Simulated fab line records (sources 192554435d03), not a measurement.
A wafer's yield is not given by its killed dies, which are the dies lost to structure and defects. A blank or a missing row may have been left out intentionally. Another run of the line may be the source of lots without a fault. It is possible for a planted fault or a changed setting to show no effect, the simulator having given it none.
fab line records    flow n5-finfet
record: lots: 24  wafers: 72  last-day: 19
route steps=1938 shown BEOL_M12@1642 BEOL_M13@1672 BEOL_M14@1729
lots that met no fault: taken from a fault-free run of the same line
start-h: hours from the record's opening day to when the first of the lot's shown wafers began    wait-h: hours since the lot's step before    " unchanged from the row above    L1.1+2: a row that stands for several wafers    - value missing, or start not given    * or withheld: withheld    < > ~ a bound
route shown NAME@n: names a module that has steps shown in the file, with the first one's number in the route    usual: the fault-free wafers' mean and standard deviation    same: alike in all rows    chamber/n: place in a boat    sites: each site's reading    _std_site: how widely they spread, as a standard deviation    _edge_site: the outer-site mean with the inner-site mean subtracted    radius-mm: for every site, how far away it sits from the centre of the wafer    mask NAME#n: copy n    behind: the tool/chamber that last shaped the wafer    hold: why the lot was held/for how many hours/how that ended    device: names the non-switching transistor (n, p or np)    end of line: the tests these same wafers got at the end of their route    a step given without rows: its recipe and nothing more    killed: not the wafer's yield, but the dies lost to structure and defects at the first sort    map: dies across one wafer; x = killed, . = not, _ = none there
set.NAME: the setting as run; set.NAME@STEP: as run at that earlier step    model.NAME: the simulator's own value behind a step, which no gauge read
the route's steps for a sample of lots (tables are steps, rows are wafers)
services: the hour from which a tool's chamber was out of use, counted from the record's first day as start-h (under 0 if before that day), plus the number of hours and why
== steps ==
step: N5_BEOL_M12_STRIP_37
recipe: chemistry: N2/H2  power-w: 1000  temp-c: 250  h2-frac: 0.65  overash-fraction: 0.3  pressure-mtorr: withheld  n2-flow-sccm: 1750  h2-flow-sccm: 3250
usual: drypump-motor-current-A: 6.38/0.077  heater-power-w: 320/16  oes-product-au: 0.793/0.0099
lot.wafer  tool             chamber  start-h  wait-h  drypump-motor-current-A  heater-power-w  oes-product-au  rf-hours-counter-h
L076.2     plasma-asher-02  0        267.77   0.0     6.25                     314             0.793           83
L076.3     "                0        "        "       6.24                     319             0.778           -
L076.6     "                1        "        "       6.39                     354             0.803           -
L074.1     plasma-asher-01  1        272.96   0.0     6.34                     319             0.795           110
L074.3     "                1        "        "       6.33                     318             0.768           -
L074.5     "                0        "        "       6.45                     308             0.780           -
L077.2     plasma-asher-01  1        275.36   0.0     6.40                     318             0.801           111
L077.3     "                1        "        "       6.39                     315             0.789           -
L077.4     "                0        "        "       6.44                     300             0.793           -
L075.1     plasma-asher-01  1        276.13   0.0     6.42                     312             0.793           111
L075.4     "                1        "        "       6.43                     309             0.796           -
L075.6     "                0        "        "       6.44                     309             0.813           -
L078.1     plasma-asher-02  1        297.33   0.0     6.39                     333             0.789           90
L078.3     "                0        "        "       6.24                     321             0.791           -
L078.6     "                1        "        "       6.43                     351             0.790           -
L080.1     plasma-asher-02  1        302.17   0.0     6.41                     348             0.804           91
L080.3     "                0        "        "       6.24                     323             0.780           -
L080.4     "                1        "        "       6.45                     338             0.784           -
L079.2     plasma-asher-02  0        302.64   0.0     6.24                     314             0.797           91
L079.3     "                0        "        "       6.23                     317             0.797           -
L079.5     "                1        "        "       6.44                     353             0.786           -
L081.1     plasma-asher-01  1        302.66   0.0     6.40                     322             0.785           116
L081.4     "                0        "        "       6.43                     309             0.795           -
L081.6     "                0        "        "       6.43                     299             0.788           -
L082.1     plasma-asher-01  1        310.45   0.0     6.41                     308             0.780           118
L082.3     "                1        "        "       6.40                     315             0.785           -
L082.6     "                1        "        "       6.40                     318             0.794           -
L083.1     plasma-asher-02  1        330.31   0.0     6.43                     342             0.795           95
L083.2     "                0        "        "       6.25                     337             0.797           95
L083.3     "                1        "        "       6.40                     350             0.792           -
L084.3     plasma-asher-01  0        336.45   0.1     6.43                     312             0.793           -
L084.4     "                1        "        "       6.36                     315             0.778           -
L084.6     "                1        "        "       6.42                     307             0.800           -
L087.1     plasma-asher-01  1        341.07   0.0     6.44                     315             0.788           125
L087.4     "                1        "        "       6.39                     310             0.796           -
L087.5     "                0        "        "       6.44                     316             0.797           -
L085.3     plasma-asher-02  0        343.62   0.1     6.24                     322             0.798           -
L085.5     "                0        "        "       6.25                     325             0.794           -
L085.6     "                1        "        "       6.42                     349             0.807           -
L086.1     plasma-asher-01  1        343.92   0.0     6.41                     312             0.813           126
L086.4     "                0        "        "       6.42                     306             0.797           -
L086.5     "                1        "        "       6.41                     323             0.803           -
L091.1     plasma-asher-01  0        373.51   0.0     6.42                     300             0.802           132
L091.4     "                0        "        "       6.44                     304             0.800           -
L091.6     "                1        "        "       6.36                     323             0.799           -
L089.2     plasma-asher-02  0        374.34   0.0     6.24                     320             0.802           103
L089.3     "                0        "        "       6.25                     323             0.785           -
L089.5     "                0        "        "       6.23                     318             0.783           -
L090.1     plasma-asher-01  0        374.83   0.0     6.45                     296             0.780           132
L090.3     "                1        "        "       6.41                     314             0.811           -
L090.6     "                1        "        "       6.45                     319             0.781           -
L088.3     plasma-asher-01  1        375.76   0.1     6.35                     316             0.801           -
L088.5     "                0        "        "       6.43                     300             0.789           -
L088.6     "                1        "        "       6.38                     321             0.820           -
L092.2     plasma-asher-01  0        376.14   0.0     6.43                     306             0.805           132
L092.3     "                1        "        "       6.38                     319             0.796           -
L092.6     "                1        "        "       6.40                     320             0.790           -
L094.3     plasma-asher-02  1        389.91   0.1     6.45                     355             0.797           -
L094.5     "                1        "        "       6.43                     339             0.794           -
L094.6     "                0        "        "       6.23                     325             0.801           -
L093.1     plasma-asher-01  1        391.51   0.0     6.39                     318             0.779           135
L093.3     "                1        "        "       6.40                     325             0.791           -
L093.5     "                1        "        "       6.42                     310             0.788           -
L095.2     plasma-asher-02  0        399.10   0.0     6.23                     329             0.804           109
L095.4     "                0        "        "       6.25                     319             0.793           -
L095.5     "                1        "        "       6.41                     346             0.800           -
L097.1     plasma-asher-02  1        406.08   0.0     6.44                     346             0.805           111
L097.3     "                1        "        "       6.43                     341             0.796           -
L097.4     "                0        "        "       6.25                     319             0.801           -
L096.3     plasma-asher-01  0        411.08   0.1     6.43                     309             0.786           -
L096.4     "                1        "        "       6.40                     314             0.789           -
L096.5     "                0        "        "       6.43                     301             0.794           -
step: N5_BEOL_M12_ANNEAL_48
recipe: temp-c: 225  time-s: 90  ambient: N2
usual: wafer_temp_C_max: 226.08/0.25
lot.wafer  tool           chamber  start-h  wait-h  wafer_temp_C_max
L076.2     rtp-anneal-01  0        270.78   0.2     225.91
L076.3     "              0        "        "       226.06
L076.6     "              0        "        "       226.44
L074.1     rtp-anneal-01  0        275.42   0.1     226.28
L074.3     "              0        "        "       226.10
L074.5     "              0        "        "       226.28
L077.2     rtp-anneal-01  0        276.66   0.1     226.79
L077.3     "              0        "        "       226.43
L077.4     "              0        "        "       226.11
L075.1     rtp-anneal-02  0        279.50   0.3     226.09
L075.4     "              0        "        "       225.72
L075.6     "              0        "        "       226.05
L078.1     rtp-anneal-01  0        299.82   0.2     225.72
L078.3     "              0        "        "       225.91
L078.6     "              0        "        "       225.61
L080.1     rtp-anneal-01  0        303.42   0.1     225.73
L080.3     "              0        "        "       226.01
L080.4     "              0        "        "       225.69
L079.2     rtp-anneal-02  0        303.94   0.3     226.44
L079.3     "              0        "        "       226.12
L079.5     "              0        "        "       226.22
L081.1     rtp-anneal-01  0        304.30   0.1     225.96
L081.4     "              0        "        "       225.74
L081.6     "              0        "        "       225.96
L082.1     rtp-anneal-02  0        314.49   0.3     226.11
L082.3     "              0        "        "       226.37
L082.6     "              0        "        "       226.05
L083.1     rtp-anneal-02  0        332.93   0.5     226.06
L083.2     "              0        "        "       226.10
L083.3     "              0        "        "       226.19
L084.3     rtp-anneal-02  0        338.27   0.2     226.39
L084.4     "              0        "        "       226.06
L084.6     "              0        "        "       225.98
L087.1     rtp-anneal-01  0        343.71   0.1     225.95
L087.4     "              0        "        "       225.72
L087.5     "              0        "        "       225.73
L086.1     rtp-anneal-01  0        347.31   0.3     225.65
L086.4     "              0        "        "       225.95
L086.5     "              0        "        "       226.05
L085.3     rtp-anneal-02  0        347.32   0.3     226.23
L085.5     "              0        "        "       225.87
L085.6     "              0        "        "       226.43
L091.1     rtp-anneal-02  0        375.54   0.1     226.29
L091.4     "              0        "        "       226.04
L091.6     "              0        "        "       226.23
L089.2     rtp-anneal-02  0        375.85   0.3     225.80
L089.3     "              0        "        "       226.00
L089.5     "              0        "        "       226.06
L090.1     rtp-anneal-02  0        377.79   0.7     226.66
L090.3     "              0        "        "       226.56
L090.6     "              0        "        "       225.92
L092.2     rtp-anneal-02  0        378.10   0.6     226.09
L092.3     "              0        "        "       226.32
L092.6     "              0        "        "       226.25
L088.3     rtp-anneal-01  0        378.39   0.4     226.15
L088.5     "              0        "        "       225.67
L088.6     "              0        "        "       225.90
L094.3     rtp-anneal-01  0        398.09   0.4     226.00
L094.5     "              0        "        "       225.94
L094.6     "              0        "        "       226.13
L093.1     rtp-anneal-02  0        399.15   0.7     226.26
L093.3     "              0        "        "       225.90
L093.5     "              0        "        "       226.06
L095.2     rtp-anneal-02  0        403.63   0.1     226.11
L095.4     "              0        "        "       226.18
L095.5     "              0        "        "       226.17
L097.1     rtp-anneal-02  0        407.00   0.1     226.35
L097.3     "              0        "        "       225.98
L097.4     "              0        "        "       226.09
L096.3     rtp-anneal-01  0        413.95   0.2     225.80
L096.4     "              0        "        "       225.90
L096.5     "              0        "        "       225.83
step: N5_BEOL_M13_DESCUM_15
recipe: chemistry: O2  time-s: 7.9  source-power-w: 50  bias-power-w: 20  pressure-mtorr: 20  rf-frequency-hz: 2.712e+07  temp-c: 40  o2-flow-sccm: 225
usual: drypump-motor-current-A: 5.9/0.34  oes-product-au: 0.81/0.087  rf-vpp-V: 243.6/1.3  showerhead-plenum-p-Torr: 2.12/0.062  throttle-valve-pct: 20.44/0.23
lot.wafer  tool         chamber  start-h  wait-h  drypump-motor-current-A  oes-product-au  rf-hours-counter-h  rf-vpp-V  showerhead-plenum-p-Torr  throttle-valve-pct
L076.2     rie-diel-02  3        272.22   0.1     6.2                      0.87            56                  244.9     2.22                      20.44
L076.3     "            1        "        "       5.7                      0.89            31                  242.1     2.12                      20.14
L076.6     "            1        "        "       5.7                      0.89            -                   245.9     2.12                      20.13
L074.1     rie-diel-02  1        276.97   0.1     5.7                      0.88            33                  245.1     2.11                      20.14
L074.3     "            0        "        "       5.5                      0.73            192                 244.0     2.15                      20.88
L074.5     "            3        "        "       6.3                      0.85            -                   245.1     2.22                      20.45
L077.2     rie-diel-05  1        277.94   0.0     6.0                      0.73            167                 243.0     2.07                      20.42
L077.3     "            3        "        "       5.8                      0.95            5                   244.1     2.14                      20.37
L077.4     "            2        "        "       5.0                      0.73            204                 239.9     2.00                      20.41
L075.1     rie-diel-01  0        280.82   0.0     6.3                      0.81            88                  242.1     2.10                      20.59
L075.4     "            3        "        "       5.8                      0.82            87                  243.5     2.10                      20.43
L075.6     "            2        "        "       5.9                      0.93            -                   245.7     2.22                      20.29
L078.1     rie-diel-05  2        301.30   0.0     5.0                      0.72            211                 241.7     1.99                      20.40
L078.3     "            0        "        "       6.1                      0.67            248                 244.9     2.14                      20.58
L078.6     "            1        "        "       6.0                      0.72            -                   243.3     2.07                      20.44
L080.1     rie-diel-02  3        304.86   0.0     6.2                      0.85            63                  243.7     2.22                      20.44
L080.3     "            0        "        "       5.5                      0.73            199                 243.7     2.15                      20.89
L080.4     "            2        "        "       6.2                      0.67            248                 242.5     2.05                      20.36
L079.2     rie-diel-02  0        305.23   0.0     5.5                      0.73            199                 245.4     2.15                      20.89
L079.3     "            2        "        "       6.2                      0.66            248                 242.4     2.05                      20.34
L079.5     "            1        "        "       5.7                      0.87            -                   242.0     2.11                      20.13
L081.1     rie-diel-05  1        305.74   0.0     6.0                      0.73            175                 242.8     2.07                      20.45
L081.4     "            2        "        "       5.0                      0.71            212                 241.5     1.99                      20.40
L081.6     "            0        "        "       6.1                      0.67            -                   243.2     2.14                      20.57
L082.1     rie-diel-02  1        315.96   0.0     5.7                      0.87            44                  243.6     2.11                      20.13
L082.3     "            3        "        "       6.3                      0.83            67                  243.9     2.22                      20.45
L082.6     "            0        "        "       5.5                      0.72            -                   243.9     2.15                      20.90
L083.1     rie-diel-05  1        334.30   0.0     6.0                      0.71            185                 243.2     2.07                      20.47
L083.2     "            0        "        "       6.1                      1.00            1                   243.4     2.14                      20.23
L083.3     "            2        "        "       5.0                      0.71            223                 240.8     1.99                      20.43
L084.3     rie-diel-01  2        340.00   0.2     5.8                      0.90            49                  245.2     2.21                      20.31
L084.4     "            3        "        "       5.8                      0.79            105                 242.3     2.10                      20.45
L084.6     "            2        "        "       5.8                      0.90            -                   245.2     2.21                      20.31
L087.1     rie-diel-02  2        345.09   0.0     6.2                      0.96            4                   243.0     2.05                      19.99
L087.4     "            0        "        "       5.5                      0.73            213                 244.7     2.15                      20.92
L087.5     "            1        "        "       5.7                      0.86            -                   243.9     2.11                      20.16
L085.3     rie-diel-05  1        348.73   0.0     6.0                      0.71            190                 242.8     2.07                      20.48
L085.5     "            0        "        "       6.1                      0.97            -                   243.2     2.14                      20.23
L085.6     "            1        "        "       6.0                      0.71            -                   242.6     2.07                      20.45
L086.1     rie-diel-01  0        348.89   0.0     6.4                      0.79            105                 243.7     2.09                      20.61
L086.4     "            1        "        "       5.8                      0.87            39                  242.5     2.15                      20.56
L086.5     "            0        "        "       6.4                      0.79            -                   244.4     2.09                      20.61
L091.1     rie-diel-01  0        376.92   0.0     6.3                      0.78            115                 242.6     2.09                      20.62
L091.4     "            0        "        "       6.3                      0.78            -                   243.4     2.09                      20.63
L091.6     "            2        "        "       5.8                      0.89            -                   244.9     2.21                      20.32
L089.2     rie-diel-05  3        377.13   0.0     5.8                      0.86            38                  243.4     2.13                      20.41
L089.3     "            0        "        "       6.1                      0.95            15                  243.3     2.14                      20.25
L089.5     "            3        "        "       5.8                      0.87            -                   245.1     2.13                      20.41
L090.1     rie-diel-05  3        379.11   0.0     5.7                      0.87            38                  243.4     2.13                      20.41
L090.3     "            2        "        "       5.0                      0.70            237                 241.1     1.98                      20.44
L090.6     "            1        "        "       6.0                      0.71            -                   243.2     2.06                      20.47
L092.2     rie-diel-01  1        379.39   0.0     5.8                      0.84            51                  244.0     2.14                      20.58
L092.3     "            2        "        "       5.8                      0.89            62                  244.8     2.21                      20.34
L092.6     "            1        "        "       5.8                      0.85            -                   244.0     2.14                      20.59
L088.3     rie-diel-02  3        379.78   0.0     6.3                      0.82            88                  246.9     2.21                      20.49
L088.5     "            2        "        "       6.1                      0.92            -                   242.8     2.05                      20.03
L088.6     "            1        "        "       5.7                      0.84            -                   244.8     2.10                      20.18
L094.3     rie-diel-01  2        399.35   0.0     5.9                      0.88            69                  244.5     2.20                      20.32
L094.5     "            3        "        "       5.8                      0.79            -                   244.0     2.09                      20.48
L094.6     "            2        "        "       5.8                      0.88            -                   245.1     2.21                      20.35
L093.1     rie-diel-01  3        400.50   0.0     5.8                      0.78            118                 242.3     2.09                      20.47
L093.3     "            0        "        "       6.3                      0.79            124                 243.9     2.09                      20.63
L093.5     "            1        "        "       5.8                      0.83            -                   243.5     2.14                      20.59
L095.2     rie-diel-02  0        405.09   0.0     5.5                      0.71            232                 244.7     2.14                      20.95
L095.4     "            1        "        "       5.7                      0.84            71                  244.0     2.10                      20.20
L095.5     "            0        "        "       5.5                      0.70            -                   243.3     2.14                      20.94
L097.1     rie-diel-02  2        408.36   0.0     6.2                      0.90            23                  242.3     2.04                      20.04
L097.3     "            1        "        "       5.7                      0.83            73                  242.6     2.10                      20.20
L097.4     "            3        "        "       6.2                      0.82            95                  244.8     2.21                      20.50
L096.3     rie-diel-02  0        415.31   0.0     5.5                      0.70            236                 244.6     2.14                      20.96
L096.4     "            1        "        "       5.7                      0.83            75                  244.5     2.10                      20.18
L096.5     "            1        "        "       5.7                      0.83            -                   243.5     2.10                      20.20
step: N5_BEOL_M13_CD_MEAS_28
recipe: target-cd-nm: 209.5  landing-energy-ev: 500  detector: se-inlens
usual: cd-nm: 209.5/1.6
lot.wafer  tool       chamber  start-h  wait-h  cd-nm
L076.2     cd-sem-01  0        273.08   -       209.5
L076.3     "          0        "        "       210.5
L076.6     "          0        "        "       210.3
L074.1     cd-sem-03  0        277.83   -       211.7
L074.3     "          0        "        "       210.7
L074.5     "          0        "        "       210.4
L077.2     cd-sem-01  0        278.93   -       208.0
L077.3     "          0        "        "       209.2
L077.4     "          0        "        "       209.8
L075.1     cd-sem-01  0        281.81   -       210.1
L075.4     "          0        "        "       210.3
L075.6     "          0        "        "       209.9
L078.1     cd-sem-01  0        302.15   -       208.6
L078.3     "          0        "        "       210.1
L078.6     "          0        "        "       207.9
L080.1     cd-sem-01  0        305.84   -       208.2
L080.3     "          0        "        "       209.9
L080.4     "          0        "        "       207.9
L079.2     cd-sem-01  0        306.21   -       208.5
L079.3     "          0        "        "       208.1
L079.5     "          0        "        "       208.0
L081.1     cd-sem-03  0        306.72   -       209.5
L081.4     "          0        "        "       207.9
L081.6     "          0        "        "       210.1
L082.1     cd-sem-01  0        316.94   -       209.9
L082.3     "          0        "        "       209.0
L082.6     "          0        "        "       210.7
L083.1     cd-sem-03  0        335.16   -       208.0
L083.2     "          0        "        "       207.6
L083.3     "          0        "        "       210.3
L084.3     cd-sem-01  0        341.07   -       207.7
L084.4     "          0        "        "       209.2
L084.6     "          0        "        "       209.1
L087.1     cd-sem-03  0        346.12   -       209.4
L087.4     "          0        "        "       208.5
L087.5     "          0        "        "       209.6
L085.3     cd-sem-03  0        349.60   -       209.6
L085.5     "          0        "        "       210.1
L085.6     "          0        "        "       209.0
L086.1     cd-sem-03  0        349.88   -       207.7
L086.4     "          0        "        "       208.7
L086.5     "          0        "        "       209.2
L091.1     cd-sem-01  0        377.91   -       210.5
L091.4     "          0        "        "       212.3
L091.6     "          0        "        "       211.3
L089.2     cd-sem-03  0        377.99   -       212.4
L089.3     "          0        "        "       210.7
L089.5     "          0        "        "       211.7
L090.1     cd-sem-02  0        380.09   -       208.3
L090.3     "          0        "        "       208.1
L090.6     "          0        "        "       209.4
L092.2     cd-sem-01  0        380.37   -       212.3
L092.3     "          0        "        "       212.1
L092.6     "          0        "        "       212.3
L088.3     cd-sem-02  0        380.76   -       207.9
L088.5     "          0        "        "       208.3
L088.6     "          0        "        "       206.1
L094.3     cd-sem-03  0        400.34   -       211.9
L094.5     "          0        "        "       211.8
L094.6     "          0        "        "       213.9
L093.1     cd-sem-01  0        401.48   -       209.8
L093.3     "          0        "        "       209.1
L093.5     "          0        "        "       209.4
L095.2     cd-sem-01  0        405.95   -       207.2
L095.4     "          0        "        "       207.7
L095.5     "          0        "        "       207.9
L097.1     cd-sem-03  0        409.23   -       210.9
L097.3     "          0        "        "       210.7
L097.4     "          0        "        "       211.3
L096.3     cd-sem-03  0        416.17   -       208.5
L096.4     "          0        "        "       208.5
L096.5     "          0        "        "       208.3
step: N5_BEOL_M13_ANNEAL_48
recipe: temp-c: 225  time-s: 90  ambient: N2
usual: wafer_temp_C_max: 226.06/0.27
lot.wafer  tool           chamber  start-h  wait-h  wafer_temp_C_max
L076.2     rtp-anneal-01  0        277.52   0.2     225.72
L076.3     "              0        "        "       225.68
L076.6     "              0        "        "       225.97
L074.1     rtp-anneal-01  0        280.27   0.1     225.79
L074.3     "              0        "        "       225.76
L074.5     "              0        "        "       225.40
L077.2     rtp-anneal-02  0        282.00   0.2     226.04
L077.3     "              0        "        "       226.19
L077.4     "              0        "        "       225.94
L075.1     rtp-anneal-02  0        285.56   0.1     225.99
L075.4     "              0        "        "       226.04
L075.6     "              0        "        "       226.28
L078.1     rtp-anneal-01  0        304.68   0.1     225.99
L078.3     "              0        "        "       226.46
L078.6     "              0        "        "       225.65
L080.1     rtp-anneal-02  0        307.46   0.1     226.50
L080.3     "              0        "        "       226.30
L080.4     "              0        "        "       226.99
L079.2     rtp-anneal-02  0        313.06   0.3     226.39
L079.3     "              0        "        "       226.08
L079.5     "              0        "        "       226.09
L081.1     rtp-anneal-01  0        319.39   0.1     225.87
L081.4     "              0        "        "       225.94
L081.6     "              0        "        "       226.07
L082.1     rtp-anneal-02  0        322.88   0.2     226.18
L082.3     "              0        "        "       226.32
L082.6     "              0        "        "       226.26
L083.1     rtp-anneal-01  0        337.90   0.2     225.87
L083.2     "              0        "        "       226.05
L083.3     "              0        "        "       225.95
L084.3     rtp-anneal-01  0        343.50   0.2     225.71
L084.4     "              0        "        "       226.38
L084.6     "              0        "        "       225.95
L085.3     rtp-anneal-02  0        353.76   0.9     226.25
L085.5     "              0        "        "       226.21
L085.6     "              0        "        "       225.88
L087.1     rtp-anneal-02  0        353.94   1.0     225.96
L087.4     "              0        "        "       226.25
L087.5     "              0        "        "       226.13
L086.1     rtp-anneal-01  0        354.25   1.2     226.70
L086.4     "              0        "        "       226.08
L086.5     "              0        "        "       225.89
L091.1     rtp-anneal-01  0        380.65   0.1     225.90
L091.4     "              0        "        "       226.06
L091.6     "              0        "        "       225.98
L089.2     rtp-anneal-02  0        381.02   0.2     226.08
L089.3     "              0        "        "       226.02
L089.5     "              0        "        "       226.53
L090.1     rtp-anneal-01  0        386.18   0.8     225.80
L090.3     "              0        "        "       226.07
L090.6     "              0        "        "       225.89
L092.2     rtp-anneal-02  0        386.47   0.7     225.83
L092.3     "              0        "        "       226.16
L092.6     "              0        "        "       225.67
L088.3     rtp-anneal-01  0        389.46   0.2     225.74
L088.5     "              0        "        "       225.97
L088.6     "              0        "        "       225.96
L094.3     rtp-anneal-02  0        404.21   0.6     226.27
L094.5     "              0        "        "       226.20
L094.6     "              0        "        "       226.38
L093.1     rtp-anneal-02  0        404.66   0.3     225.91
L093.3     "              0        "        "       226.38
L093.5     "              0        "        "       226.34
L095.2     rtp-anneal-01  0        407.97   0.3     225.82
L095.4     "              0        "        "       225.79
L095.5     "              0        "        "       225.85
L097.1     rtp-anneal-01  0        411.63   0.7     225.46
L097.3     "              0        "        "       225.83
L097.4     "              0        "        "       225.83
L096.3     rtp-anneal-01  0        422.94   0.3     226.09
L096.4     "              0        "        "       226.00
L096.5     "              0        "        "       226.10
step: N5_BEOL_M14_DESCUM_15
recipe: chemistry: O2  time-s: 7.9  source-power-w: 50  bias-power-w: 20  pressure-mtorr: 20  rf-frequency-hz: 2.712e+07  temp-c: 40  o2-flow-sccm: 225
usual: drypump-motor-current-A: 5.6/0.49  oes-product-au: 0.79/0.067  rf-vpp-V: 243.2/1.4  showerhead-plenum-p-Torr: 2.09/0.077  throttle-valve-pct: 20.39/0.21
lot.wafer  tool         chamber  start-h  wait-h  drypump-motor-current-A  oes-product-au  rf-hours-counter-h  rf-vpp-V  showerhead-plenum-p-Torr  throttle-valve-pct
L076.2     rie-diel-06  0        278.86   0.0     5.3                      0.85            52                  243.9     2.12                      20.35
L076.3     "            2        "        "       5.3                      0.91            16                  243.5     2.15                      20.40
L076.6     "            2        "        "       5.3                      0.91            -                   244.0     2.15                      20.40
L074.1     rie-diel-03  3        282.03   0.0     5.7                      0.77            129                 242.7     2.00                      20.28
L074.3     "            2        "        "       5.6                      0.79            109                 241.7     2.03                      20.65
L074.5     "            0        "        "       5.2                      0.74            -                   244.3     2.17                      20.47
L077.2     rie-diel-03  3        283.43   0.1     5.7                      0.77            130                 241.3     2.00                      20.27
L077.3     "            0        "        "       5.2                      0.75            143                 244.4     2.17                      20.48
L077.4     "            1        "        "       6.3                      0.77            133                 242.1     2.08                      20.04
L075.1     rie-diel-04  1        287.23   0.3     5.8                      0.71            212                 240.2     1.99                      20.15
L075.4     "            0        "        "       4.9                      0.79            -                   242.0     2.02                      20.53
L075.6     "            1        "        "       5.7                      0.72            -                   240.9     1.99                      20.16
L078.1     rie-diel-03  0        306.53   0.4     5.1                      0.74            152                 244.8     2.16                      20.49
L078.3     "            2        "        "       5.6                      0.78            117                 242.3     2.03                      20.67
L078.6     "            0        "        "       5.1                      0.74            -                   243.7     2.16                      20.49
L080.1     rie-diel-04  0        308.82   0.0     4.9                      0.78            140                 242.3     2.02                      20.56
L080.3     "            3        "        "       5.8                      0.67            237                 243.0     2.07                      20.33
L080.4     "            1        "        "       5.7                      0.70            -                   242.2     1.98                      20.18
L079.2     rie-diel-04  2        314.53   0.0     6.8                      1.00            0                   242.7     2.04                      20.42
L079.3     "            1        "        "       5.7                      0.71            225                 241.4     1.98                      20.17
L079.5     "            3        "        "       5.8                      0.67            -                   243.8     2.06                      20.33
L081.1     rie-diel-06  2        320.99   0.3     5.4                      0.88            29                  243.5     2.15                      20.43
L081.4     "            0        "        "       5.2                      0.83            65                  244.2     2.11                      20.36
L081.6     "            0        "        "       5.3                      0.83            -                   244.0     2.11                      20.36
L082.1     rie-diel-06  2        324.26   0.0     5.4                      0.88            30                  242.8     2.15                      20.42
L082.3     "            1        "        "       5.9                      0.84            85                  244.4     2.19                      20.30
L082.6     "            3        "        "       4.9                      0.86            -                   243.9     2.21                      20.60
L083.1     rie-diel-06  2        339.31   0.0     5.3                      0.87            36                  244.4     2.14                      20.45
L083.2     "            3        "        "       5.0                      0.85            80                  246.4     2.20                      20.61
L083.3     "            1        "        "       5.9                      0.83            90                  244.7     2.19                      20.30
L084.3     rie-diel-03  0        344.93   0.0     5.2                      0.74            159                 246.3     2.16                      20.49
L084.4     "            0        "        "       5.2                      0.74            -                   245.5     2.16                      20.51
L084.6     "            1        "        "       6.3                      0.76            -                   243.0     2.07                      20.06
L085.3     rie-diel-03  3        355.16   0.0     5.7                      0.75            154                 241.8     2.00                      20.31
L085.5     "            3        "        "       5.7                      0.75            -                   241.3     2.00                      20.33
L085.6     "            2        "        "       5.6                      0.76            -                   242.5     2.02                      20.71
L087.1     rie-diel-03  2        355.51   0.2     5.6                      0.77            139                 242.8     2.02                      20.70
L087.4     "            0        "        "       5.2                      0.74            162                 244.1     2.16                      20.53
L087.5     "            2        "        "       5.6                      0.77            -                   241.8     2.02                      20.69
L086.1     rie-diel-04  2        355.78   0.2     6.8                      0.92            15                  242.7     2.04                      20.44
L086.4     "            0        "        "       4.9                      0.76            -                   242.5     2.01                      20.58
L086.5     "            1        "        "       5.7                      0.70            -                   240.1     1.98                      20.19
L091.1     rie-diel-03  0        382.47   0.0     5.2                      0.74            171                 244.1     2.16                      20.51
L091.4     "            3        "        "       5.7                      0.73            -                   241.5     1.99                      20.34
L091.6     "            1        "        "       6.3                      0.74            -                   243.7     2.06                      20.09
L089.2     rie-diel-06  3        382.50   0.0     4.9                      0.83            96                  244.2     2.20                      20.63
L089.3     "            0        "        "       5.3                      0.82            85                  244.0     2.11                      20.40
L089.5     "            0        "        "       5.3                      0.81            -                   243.9     2.11                      20.38
L090.1     rie-diel-06  1        387.67   0.0     5.9                      0.80            110                 243.5     2.19                      20.35
L090.3     "            1        "        "       5.9                      0.81            -                   246.2     2.19                      20.34
L090.6     "            3        "        "       4.9                      0.83            -                   244.5     2.20                      20.66
L092.2     rie-diel-04  0        387.83   0.1     5.0                      0.75            170                 241.0     2.01                      20.62
L092.3     "            2        "        "       6.8                      0.90            26                  242.6     2.03                      20.46
L092.6     "            2        "        "       6.8                      0.90            -                   241.9     2.03                      20.45
L088.3     rie-diel-03  0        390.82   0.0     5.2                      0.72            176                 243.4     2.16                      20.54
L088.5     "            3        "        "       5.7                      0.73            -                   243.4     1.99                      20.34
L088.6     "            1        "        "       6.3                      0.74            -                   242.8     2.06                      20.10
L094.3     rie-diel-04  3        406.01   0.5     5.8                      0.89            20                  243.1     2.05                      20.00
L094.5     "            3        "        "       5.8                      0.90            -                   241.8     2.05                      19.99
L094.6     "            0        "        "       4.9                      0.74            -                   242.3     2.01                      20.64
L093.1     rie-diel-04  1        406.36   0.1     5.7                      0.94            3                   244.8     2.23                      19.74
L093.3     "            2        "        "       6.7                      0.87            34                  241.0     2.03                      20.44
L093.5     "            3        "        "       5.8                      0.90            -                   242.8     2.05                      20.01
L095.2     rie-diel-03  0        409.75   0.3     5.2                      0.72            184                 245.0     2.15                      20.55
L095.4     "            1        "        "       6.3                      0.73            179                 241.6     2.06                      20.11
L095.5     "            0        "        "       5.2                      0.72            -                   243.6     2.15                      20.55
L097.1     rie-diel-06  3        413.23   0.1     4.9                      0.82            111                 244.6     2.19                      20.67
L097.3     "            0        "        "       5.3                      0.81            89                  243.1     2.11                      20.40
L097.4     "            1        "        "       5.9                      0.79            123                 244.6     2.18                      20.34
L096.3     rie-diel-03  0        424.29   0.1     5.2                      0.72            188                 244.3     2.15                      20.55
L096.4     "            2        "        "       5.6                      0.75            156                 241.1     2.01                      20.72
L096.5     "            0        "        "       5.2                      0.72            -                   244.1     2.15                      20.56
== services ==
tool             chamber  start-h  hours  kind
rie-diel-01      3        252.29   4.1    repair
rie-diel-02      -        263.90   1.7    repair
rie-diel-03      1        265.87   8.3    repair
rie-diel-04      2        281.12   -      clean
plasma-asher-01  -        287.13   3.1    repair
rie-diel-01      0        309.55   5.6    repair
rie-diel-02      2        313.40   -      clean
rie-diel-02      2        313.40   -      consumable-replace:focus-ring
rie-diel-02      2        313.40   18.2   scheduled-down
rie-diel-02      2        313.40   18.2   vent-cycle
rie-diel-03      0        314.36   19.1   repair
rie-diel-03      1        319.35   9.5    repair
rie-diel-01      -        320.61   2.8    pm
rie-diel-06      0        335.30   4.4    repair
rie-diel-03      3        338.59   11.0   repair
plasma-asher-02  -        338.81   2.4    repair
rie-diel-04      2        358.26   6.6    repair
rie-diel-01      3        370.74   13.1   repair
rie-diel-06      2        379.85   11.7   repair
rie-diel-03      2        380.00   12.7   repair
rie-diel-02      3        383.28   7.3    repair
rie-diel-06      0        386.76   22.5   repair
rie-diel-03      2        394.52   8.1    repair
rie-diel-06      -        396.50   0.7    repair
== key ==
fault none
